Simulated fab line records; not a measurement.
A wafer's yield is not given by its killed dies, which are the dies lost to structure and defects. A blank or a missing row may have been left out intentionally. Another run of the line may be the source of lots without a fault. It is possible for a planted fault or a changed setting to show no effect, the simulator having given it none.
Matching of chambers | flow nand harc | NHARC_A_CHANNEL_FILL_D1_ALD_25 on ald hk-03 has 4 sister chambers
The step deposits SiOx, target thk 60 nm, pulse time 10 s, ald cycles 600. 4 wafers are shown with their chamber, then 6 later ones without.

== WAFERS, EACH WITH ITS CHAMBER ==
wafer  | chamber | heater power outer w (W)
L695.5 | 2       | 241
L697.4 | 3       | 201
L697.1 | 1       | 235
L697.5 | 0       | 288

== WAFERS MISSING THEIR CHAMBER ==
wafer  | heater power outer w (W)
L699.3 | 296
L699.4 | 198
L699.6 | 243
L698.3 | 200
L698.2 | 230
L698.6 | 300

== WHICH CHAMBER EACH WENT THROUGH ==
wafer  | from the rows above     | in truth
L699.3 | 0                       | 0
L699.4 | 3                       | 3
L699.6 | can't be placed: 2 or 1 | 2
L698.3 | 3                       | 3
L698.2 | can't be placed: 1 or 2 | 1
L698.6 | 0                       | 0
4 of 6 placed correctly. Can't be placed from these rows: 2 (the true chamber is among the candidates in 2). Number placed wrongly: 0.
How it was worked out, from the rows above alone: a wafer's distance from a chamber is the root of the sum, over the readings, of the square of ((its reading less the chamber's mean) divided by the reading's scatter). If the next closest chamber is less than 2 further off than the closest, the wafer can't be placed; otherwise it belongs to the closest. Each chamber's mean is taken over the wafers shown for it. The scatter: root of mean squared gap, hidden wafer to nearest shown wafer, with one shown wafer a chamber.
